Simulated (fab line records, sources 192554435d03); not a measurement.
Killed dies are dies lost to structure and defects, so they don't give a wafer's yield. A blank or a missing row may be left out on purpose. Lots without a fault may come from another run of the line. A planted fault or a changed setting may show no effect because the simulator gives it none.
One fault seen from 3 desks | flow n5_finfet | each desk has only its own numbers; what lay behind them comes last

THE TOOL OWNER'S DESK: pecvd-02
The tool's own readings at N5_BEOL_M4_DEP_57 (deposits SiCN from 3MS/NH3, target thk 8 nm, time 14 s): means of the sampled wafers that have a number, for each lot that ran on this tool. A lot is out of limits, marked OUT, if its mean lies more than 4 standard deviations from the usual mean; the brackets give that distance.
Columns: A = showerhead_plenum_p_Torr at N5_BEOL_M4_DEP_57, usual 3.666 Torr; B = throttle_valve_pct at N5_BEOL_M4_DEP_57, usual 9.0 %
lot  | first seen here | A     | B
L525 | day 8 17:46     | 3.668 | 9.5
L533 | day 11 06:38    | 3.659 | 9.3
L535 | day 11 10:31    | 3.644 | 8.8
This desk's finding: nothing out of limits on any of the 3 lots.

THE DEFECT DESK
What the inspections along the route counted, lot by lot: means of the sampled wafers that have a number. A lot is out of limits, marked OUT, if its mean lies more than 4 standard deviations from the usual mean; the brackets give that distance.
Columns: A = raw_defect_count at N5_BEOL_M4_INSPECT_59, usual 76; B = raw_defect_count at N5_BEOL_M5_INSPECT_13, usual 407
lot  | first seen here | A              | B
L523 | day 7 23:07     | 87             | 341
L524 | day 8 14:23     | 65             | 362
L525 | day 8 17:52     | 64             | 412
L533 | day 11 06:44    | 1165 (+47) OUT | 1519 (+12) OUT
L535 | day 11 10:37    | 1190 (+48) OUT | 1626 (+13) OUT
L541 | day 12 13:55    | 79             | 292
L542 | day 12 18:06    | 79             | 448
L545 | day 13 15:38    | 81             | 428
L544 | day 13 21:51    | 62             | 440
This desk's finding: out of limits on L533, L535; first on L533, day 11 06:44 (raw_defect_count at N5_BEOL_M4_INSPECT_59). In limits: L523, L524, L525, L541, L542, L545, L544.

THE METROLOGY DESK
What the gauges read, lot by lot, whatever tool the lot ran on: means of the sampled wafers that have a number. A lot is out of limits, marked OUT, if its mean lies more than 4 standard deviations from the usual mean; the brackets give that distance. Of its 11 readings 7 are shown: those that lie furthest out on some lot.
Columns: A = DIBL_N at N5_BEOL_M4_RC_MEAS_101, usual 36.5 mV/V; B = IOFF_N at N5_BEOL_M4_RC_MEAS_101, usual 0.163 nA/um; C = IOFF_P at N5_BEOL_M4_RC_MEAS_101, usual 0.22 nA/um; D = ION_P at N5_BEOL_M4_RC_MEAS_101, usual 462 uA/um; E = SS_P at N5_BEOL_M4_RC_MEAS_101, usual 73.4 mV/dec; F = VT_N at N5_BEOL_M4_RC_MEAS_101, usual 249.8 mV; G = VT_P at N5_BEOL_M4_RC_MEAS_101, usual -250 mV
lot  | first seen here | A    | B     | C    | D   | E    | F     | G
L523 | day 7 23:18     | 36.1 | 0.163 | 0.23 | 462 | 73.9 | 250.3 | -247
L524 | day 8 14:34     | 37.5 | 0.173 | 0.27 | 479 | 73.6 | 247.7 | -245
L525 | day 8 18:02     | 36.4 | 0.167 | 0.24 | 470 | 73.4 | 250.5 | -249
L533 | day 11 06:55    | 36.6 | 0.173 | 0.21 | 455 | 73.7 | 247.4 | -252
L535 | day 11 10:47    | 38.0 | 0.168 | 0.20 | 452 | 73.8 | 249.6 | -253
L541 | day 12 13:56    | 34.0 | 0.128 | 0.19 | 462 | 73.0 | 254.4 | -253
L542 | day 12 18:17    | 35.8 | 0.154 | 0.19 | 453 | 73.9 | 251.4 | -255
L545 | day 13 15:49    | 37.8 | 0.193 | 0.26 | 462 | 74.2 | 247.3 | -246
L544 | day 13 21:52    | 36.6 | 0.142 | 0.19 | 458 | 73.1 | 252.9 | -250
This desk's finding: nothing out of limits on any of the 9 lots.

PUT TOGETHER
The defect desk could have raised an alarm at day 11 06:44, on L533, L535.
The tool owner's desk saw nothing out of limits.
The metrology desk saw nothing out of limits.
The tool owner's desk has L533, L535 on record, within its limits.
The metrology desk has L533, L535 on record, within its limits.
Of the lots named, all ran N5_BEOL_M4_DEP_57 on pecvd-02.

WHAT THE SIMULATOR HAD PUT IN
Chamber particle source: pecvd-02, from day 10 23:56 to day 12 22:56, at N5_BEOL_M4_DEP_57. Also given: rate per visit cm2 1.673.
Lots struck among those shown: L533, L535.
Hours from the fault's start to each desk's first reading out of limits: the defect desk, 7.
